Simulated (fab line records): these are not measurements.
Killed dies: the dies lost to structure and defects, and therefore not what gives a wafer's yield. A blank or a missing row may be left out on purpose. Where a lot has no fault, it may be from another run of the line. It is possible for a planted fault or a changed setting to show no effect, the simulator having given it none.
Lot-split experiment :: flow n5-finfet :: route with 1938 steps; 7 lots, 21 wafers read

## THE SPLIT ITSELF
At N5_BEOL_M14_DEP_53 (deposits SiCN from 3MS/NH3, target thk 50 nm, time 17.8 s), the setting time-s was moved away from the recipe's 17.8 s on 9 of the 21 wafers read, by -12.1% to +14.2%. All remaining wafers had this setting at the recipe value.

The split's own step is where the reading is taken.

## THE READING
SiCN_of_BEOL_M14_DEP_53.thk-nm (the simulator's own value, which no gauge read), in nm, at N5_BEOL_M14_DEP_53 (deposits SiCN from 3MS/NH3, target thk 50 nm, time 17.8 s). The file gives no usual value for it. The 12 wafers here that ran the recipe average 49.7 nm, standard deviation 0.73 nm.

wafer: L078.3
tool, chamber at the split: pecvd-02, 1
time-s as run, s: 17.8
against the recipe: recipe
SiCN_of_BEOL_M14_DEP_53.thk-nm, nm: 50.2
against lot-mates on the recipe: -

wafer: L078.4
tool, chamber at the split: pecvd-02, 1,2
time-s as run, s: 20.33
against the recipe: +14.2%
SiCN_of_BEOL_M14_DEP_53.thk-nm, nm: 57.4
against lot-mates on the recipe: +7.2

wafer: L078.6
tool, chamber at the split: pecvd-02, 1,2
time-s as run, s: 20.33
against the recipe: +14.2%
SiCN_of_BEOL_M14_DEP_53.thk-nm, nm: 57.4
against lot-mates on the recipe: +7.2

wafer: L079.1
tool, chamber at the split: pecvd-01, 2,0
time-s as run, s: 17.8
against the recipe: recipe
SiCN_of_BEOL_M14_DEP_53.thk-nm, nm: 49
against lot-mates on the recipe: -

wafer: L079.3
tool, chamber at the split: pecvd-01, 2,0
time-s as run, s: 17.8
against the recipe: recipe
SiCN_of_BEOL_M14_DEP_53.thk-nm, nm: 49
against lot-mates on the recipe: -

wafer: L079.5
tool, chamber at the split: pecvd-01, 1
time-s as run, s: 17.8
against the recipe: recipe
SiCN_of_BEOL_M14_DEP_53.thk-nm, nm: 50.2
against lot-mates on the recipe: -

wafer: L083.2
tool, chamber at the split: pecvd-01, 0
time-s as run, s: 15.64
against the recipe: -12.1%
SiCN_of_BEOL_M14_DEP_53.thk-nm, nm: 43.4
against lot-mates on the recipe: no lot-mate on the recipe

wafer: L083.5
tool, chamber at the split: pecvd-01, 0
time-s as run, s: 15.64
against the recipe: -12.1%
SiCN_of_BEOL_M14_DEP_53.thk-nm, nm: 45.2
against lot-mates on the recipe: no lot-mate on the recipe

wafer: L083.6
tool, chamber at the split: pecvd-01, 2
time-s as run, s: 15.64
against the recipe: -12.1%
SiCN_of_BEOL_M14_DEP_53.thk-nm, nm: 44.6
against lot-mates on the recipe: no lot-mate on the recipe

wafer: L084.2
tool, chamber at the split: pecvd-04, 1
time-s as run, s: 19.71
against the recipe: +10.7%
SiCN_of_BEOL_M14_DEP_53.thk-nm, nm: 54.2
against lot-mates on the recipe: +4.0

wafer: L084.3
tool, chamber at the split: pecvd-04, 2
time-s as run, s: 17.8
against the recipe: recipe
SiCN_of_BEOL_M14_DEP_53.thk-nm, nm: 49.8
against lot-mates on the recipe: -

wafer: L084.4
tool, chamber at the split: pecvd-04, 0
time-s as run, s: 17.8
against the recipe: recipe
SiCN_of_BEOL_M14_DEP_53.thk-nm, nm: 50.6
against lot-mates on the recipe: -

wafer: L085.1
tool, chamber at the split: pecvd-04, 2
time-s as run, s: 17.8
against the recipe: recipe
SiCN_of_BEOL_M14_DEP_53.thk-nm, nm: 49
against lot-mates on the recipe: -

wafer: L085.5
tool, chamber at the split: pecvd-04, 2
time-s as run, s: 17.8
against the recipe: recipe
SiCN_of_BEOL_M14_DEP_53.thk-nm, nm: 50
against lot-mates on the recipe: -

wafer: L085.6
tool, chamber at the split: pecvd-04, 1
time-s as run, s: 17.8
against the recipe: recipe
SiCN_of_BEOL_M14_DEP_53.thk-nm, nm: 48.8
against lot-mates on the recipe: -

wafer: L088.1
tool, chamber at the split: pecvd-01, 0
time-s as run, s: 17.8
against the recipe: recipe
SiCN_of_BEOL_M14_DEP_53.thk-nm, nm: 49.6
against lot-mates on the recipe: -

wafer: L088.3
tool, chamber at the split: pecvd-01, 2
time-s as run, s: 18.56
against the recipe: +4.3%
SiCN_of_BEOL_M14_DEP_53.thk-nm, nm: 52.6
against lot-mates on the recipe: +2.2

wafer: L088.5
tool, chamber at the split: pecvd-01, 0
time-s as run, s: 17.8
against the recipe: recipe
SiCN_of_BEOL_M14_DEP_53.thk-nm, nm: 51.2
against lot-mates on the recipe: -

wafer: L087.1
tool, chamber at the split: pecvd-01, 1
time-s as run, s: 18.49
against the recipe: +3.9%
SiCN_of_BEOL_M14_DEP_53.thk-nm, nm: 51
against lot-mates on the recipe: +2.0

wafer: L087.2
tool, chamber at the split: pecvd-01, 2
time-s as run, s: 17.8
against the recipe: recipe
SiCN_of_BEOL_M14_DEP_53.thk-nm, nm: 49
against lot-mates on the recipe: -

wafer: L087.3
tool, chamber at the split: pecvd-01, 0
time-s as run, s: 18.49
against the recipe: +3.9%
SiCN_of_BEOL_M14_DEP_53.thk-nm, nm: 51.4
against lot-mates on the recipe: +2.4
Rows listing several chambers each stand for several wafers; the file does not say which wafer went through which chamber.

THE FIT
A straight line over all 21 wafers: SiCN_of_BEOL_M14_DEP_53.thk-nm changes by +0.478 nm for each +1% of time-s; r = +0.98; the points scatter about the line by 0.78 nm.
The same after taking each lot's own level away (the mean of its wafers on the recipe; 18 wafers): +0.481 nm for each +1%; r = +0.97; scatter 0.58 nm.
That fit puts the effect of the largest move of time-s on the reading at 6.8 nm.
Measured against the standard deviation above, the lots' own levels, which go from 49.00 to 50.40 nm, span 1.9 times it.
The two slopes are in agreement: the lot-to-lot level therefore moves the slope only a little.
Check: with one of the wafers moved furthest among these (+14.2%) left out of the fit, the line predicts +6.66 nm for it against its lot-mates. Against them it came out at +7.2 nm.

## OTHER SPLITS APPLIED TO THESE WAFERS
Note: prior to the reading, these wafers also went through further splits. Each is held against what the fit with the lots' levels taken away leaves over:
other split on the same wafers: N5_BEOL_M13_ILD_DEP_00 time-s
wafers away from the commonest value: 7
r with SiCN_of_BEOL_M14_DEP_53.thk-nm (lot level and that fit taken away): +0.30

other split on the same wafers: N5_BEOL_M13_COAT_58 spin-rpm
wafers away from the commonest value: 7
r with SiCN_of_BEOL_M14_DEP_53.thk-nm (lot level and that fit taken away): -0.20

## FILE'S OWN FIT
SiCN_of_BEOL_M14_DEP_53.thk-nm changes by +0.466 nm for each +1% of time-s, r = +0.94.
